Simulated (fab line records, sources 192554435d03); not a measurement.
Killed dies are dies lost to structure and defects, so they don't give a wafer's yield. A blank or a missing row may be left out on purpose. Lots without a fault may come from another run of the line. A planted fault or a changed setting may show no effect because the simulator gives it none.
Chamber matching | flow n5_finfet | N5_BEOL_M0_CO_CAP_123 on cvd_co-01: 3 sister chambers
The step material Co, precursor CCTBA/H2, target thk 2 nm, time 102.1 s. 6 wafers are shown with their chamber, then 9 later ones without.

WAFERS WITH THEIR CHAMBER
wafer  | chamber | heater_power_w (W)
L305.2 | 1       | 229
L305.3 | 2       | 250
L305.4 | 0       | 233
L307.1 | 0       | 224
L307.2 | 1       | 223
L307.3 | 2       | 259

WAFERS WITHOUT THEIR CHAMBER
wafer  | heater_power_w (W)
L309.1 | 220
L309.4 | 223
L309.5 | 222
L311.1 | 223
L311.3 | 232
L311.4 | 226
L312.3 | 253
L312.5 | 249
L312.6 | 224

WHICH CHAMBER EACH WENT THROUGH
wafer  | from the rows above     | in truth
L309.1 | can't be placed: 1 or 0 | 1
L309.4 | can't be placed: 1 or 0 | 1
L309.5 | can't be placed: 1 or 0 | 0
L311.1 | can't be placed: 1 or 0 | 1
L311.3 | can't be placed: 0 or 1 | 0
L311.4 | can't be placed: 1 or 0 | 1
L312.3 | 2                       | 2
L312.5 | 2                       | 2
L312.6 | can't be placed: 1 or 0 | 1
Placed correctly: 2 of 9. Can't be placed from these rows: 7 (the true chamber is among the candidates in 7). Placed wrongly: 0.
How it was worked out, from the rows above alone: a wafer's distance from a chamber is the root of the sum, over the readings, of the square of ((its reading less the chamber's mean) divided by the reading's scatter). The wafer belongs to the nearest chamber; if the next one is less than 2 further off, it can't be placed. A chamber's mean is the mean of its shown wafers. The scatter: the root of (the sum of the squares of (reading less its chamber's mean) over the shown wafers, divided by (wafers less chambers)).
